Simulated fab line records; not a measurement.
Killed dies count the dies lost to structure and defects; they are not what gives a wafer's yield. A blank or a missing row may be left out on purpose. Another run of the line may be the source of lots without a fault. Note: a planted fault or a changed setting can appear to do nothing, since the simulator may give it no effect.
A struck lot beside a sound one | flow n5Finfet | 37 out of 1938 route steps
Sound: wafers L747.3, L747.4, L747.5. The struck wafers were L754.1, L754.2, L754.5. At the end, the cause is stated.
For every step that has rows: the tool of each side, followed by ch and its chambers, followed by its first start. Under that, the readings that differ: sound wafers | struck wafers | difference of the means | sigmas: that difference in standard deviations of wafers without a fault.
alike: readings with means less than 2 such deviations apart, plus words and numbers identical on both sides. not compared: withheld readings, readings lacking a value on some wafer, bounds such as >300 that could conceal the same value, and numbers that have no deviation in the record and whose values overlap.
The two part at a step that has a row with sigmas, a row that says differs or no value, or rows on one side only. Non-overlapping numbers with no deviation appear without sigmas and do not part them. A reading missing from all wafers of one side parts the sides only when that side holds two or more wafers.

first, 9 steps without rows for these wafers: N5_BEOL_M9_DESCUM_33 (chemistry O2, time 7 s); N5_BEOL_M9_ETCH_76 (etches underlayer in N2/H2, target depth 6.5 nm, time 5.2 s); N5_BEOL_M9_ETCH_65 (etches SiARC in CF4, target depth 15.6 nm, time 26 s); N5_BEOL_M9_ETCH_66 (etches SOC in N2/H2, target depth 80 nm, overetch 16 nm, time 120 s); N5_BEOL_M9_STRIP_69 (strips in N2/H2); N5_BEOL_M9_STRIP_77 (strips in N2/H2); N5_BEOL_M9_VIA_ETCH_34 (etches SiCOH lowk in C4F6/O2, target depth 182.4 nm, time 68.4 s); N5_BEOL_M9_STRIP_73 (strips in C4F6/O2); N5_BEOL_M9_STRIP_36 (strips in N2/H2).
N5_BEOL_M9_TRENCH_ETCH_37: etches SiCOH lowk in C4F6/O2, target depth 151.43 nm, time 49 s.
  sound on rieDiel-02 ch 0,1, day 11 09:05; struck on rieDiel-02 ch 1,2,3, day 13 03:32
reading                                   | sound           | struck          | difference | sigmas
runLengthS (s)                            | 72.6 72.6 73.3  | 61.6 61.1 60.8  | -11.7      | -21
timeS (s)                                 | 49 49 49        | 34.3 34.3 34.3  | -14.7      | 
model.etch.depthNm (nm)                   | 150 150.2 151.2 | 104 106.5 102.8 | -46        | 
model.BEOL_M9.featureDepthNm (nm)         | 150 150.2 151.2 | 104 106.6 102.8 | -46        | 
model.TiN_of_BEOL_M9_HM_DEP_02.thkNm (nm) | 15.4 15.8 15.6  | 17 17.2 17      | +1         | 
  alike: drypumpMotorCurrentA, oesProductAu, rfVppV, showerheadPlenumPTorr, throttleValvePct
  not compared: rfHoursCounterH
then, 2 steps without rows for these wafers: N5_BEOL_M9_ETCH_41 (etches SiCN in CH3F/O2, target depth 36.6 nm, time 70.1 s); N5_BEOL_M9_STRIP_80 (strips in N2/H2, time 10 s).
N5_BEOL_M9_OCD_MEAS_38:
  sound on ocd-02 at day 11 09:16; struck on ocd-02 at day 13 03:43
reading            | sound       | struck      | difference | sigmas
trenchDepthNm (nm) | 150 150 151 | 104 106 103 | -46        | -14
then, 13 steps without rows for these wafers: N5_BEOL_M9_HM_STRIP_39 (strips TiN in peroxide tin strip, target depth 25 nm, time 158 s); N5_BEOL_M9_SRD_40 (time 30 s); N5_BEOL_M9_PRECLEAN_42 (cleans in residue remover, time 60 s); N5_BEOL_M9_SRD_43 (time 30 s); N5_BEOL_M9_CURE_72 (cures SiCOH lowk, time 120 s); N5_BEOL_M9_DEGAS_44 (time 60 s); N5_BEOL_M9_PRE_CLEAN_45 (time 30 s); N5_BEOL_M9_ALD_74 (deposits TaN, target thk 2 nm, pulse time 2 s, purge time 3 s); N5_BEOL_M9_SURFACE_TREAT_79; N5_BEOL_M9_CVD_78 (deposits Co from CCTBA/H2, target thk 2 nm, time 138.9 s); N5_BEOL_M9_SPUTTER_48 (material Cu, target thk 12 nm, time 2 s); N5_BEOL_M9_ECD_50 (material Cu, target thk 318 nm); N5_BEOL_M9_ANNEAL_51 (time 90 s).
N5_BEOL_M9_CMP_52: polishes, stops on SiCOH lowk, t overpolish 7 s, target thk 140 nm.
  sound on cmp-04 ch 0,1,2, day 11 12:01; struck on cmp-04 ch 0,1,3, day 13 06:06
reading                               | sound             | struck       | difference | sigmas
model.Cu_of_BEOL_M9_ECD_50.thkNm (nm) | 139.4 139.4 139.8 | 91.8 96 90.4 | -46.8      | 
  alike: motorCurrentA
N5_BEOL_M9_THK_MEAS_53: measures by xrf.
  sound on filmMetro-01 at day 11 12:15; struck on filmMetro-02 at day 13 06:19
reading     | sound       | struck   | difference | sigmas
M9_THK (nm) | 141 141 142 | 92 96 91 | -48        | -13
then, 2 steps without rows for these wafers: N5_BEOL_M9_PRE_CLEAN_55 (time 15 s); N5_BEOL_M9_DEP_56 (deposits SiCN from 3MS/NH3, target thk 15 nm, time 26.5 s).
N5_BEOL_M9_RS_MEAS_57: measures by four-point-probe.
  sound on filmMetro-02 at day 11 12:23; struck on filmMetro-01 at day 13 06:27
reading        | sound             | struck            | difference | sigmas
M9_RS (ohm/sq) | 0.151 0.151 0.151 | 0.243 0.231 0.248 | +0.090     | +21
then, 5 steps without rows for these wafers: N5_BEOL_M10_ILD_DEP_00 (deposits SiCOH lowk from DEMS/porogen, target thk 308.51 nm, time 58 s); N5_BEOL_M10_CURE_71 (cures SiCOH lowk, time 240 s); N5_BEOL_M10_PECVD_70 (deposits SiO2 from TEOS/O2, target thk 20 nm, time 22.7 s); N5_BEOL_M10_HM_DEP_02 (deposits TiN, target thk 20 nm); N5_BEOL_M10_COAT_59 (time 60 s, resist thk 100 nm).
-- the record jumps here: 2 days lie between the struck wafers' starts before and after (it left off in module BEOL_M10 and takes up again in module BEOL_M15, whose first step shown is number 1830 of the route) --
N5_BEOL_M15_RC_MEAS_101:
  sound on prober-02 ch 0, day 13 04:19; struck on prober-01 ch 0, day 15 13:25
reading                   | sound                   | struck                  | difference | sigmas
COMB_M14 (S/m)            | 4.5e-12 5.5e-12 5e-12   | 2.6e-12 2.9e-12 2.8e-12 | -2.2e-12   | -2
COMB_M14_max_site (S/m)   | 6.8e-12 6.7e-12 7.1e-12 | 3.3e-12 3.4e-12 3.7e-12 | -3.4e-12   | -2
SERP_M9 (ohm/um)          | 3.02 3.11 3.04          | 4.61 4.60 4.87          | +1.64      | +18
SERP_M9_max_site (ohm/um) | 3.16 3.18 3.15          | 4.81 4.83 4.92          | +1.69      | +18
  alike: COMB_M10, COMB_M11, COMB_M12, COMB_M13, COMB_M15, COMB_M15_max_site, COMB_M5, COMB_M6, COMB_M7, COMB_M7_max_site, COMB_M8, SERP_M10, SERP_M11, SERP_M12, SERP_M13, SERP_M14, SERP_M5, SERP_M6, SERP_M7, SERP_M8

## WHERE THEY PART
At N5_BEOL_M9_TRENCH_ETCH_37 first; at N5_BEOL_M15_RC_MEAS_101 last (within this record only).

WHY: whatever the simulator had introduced
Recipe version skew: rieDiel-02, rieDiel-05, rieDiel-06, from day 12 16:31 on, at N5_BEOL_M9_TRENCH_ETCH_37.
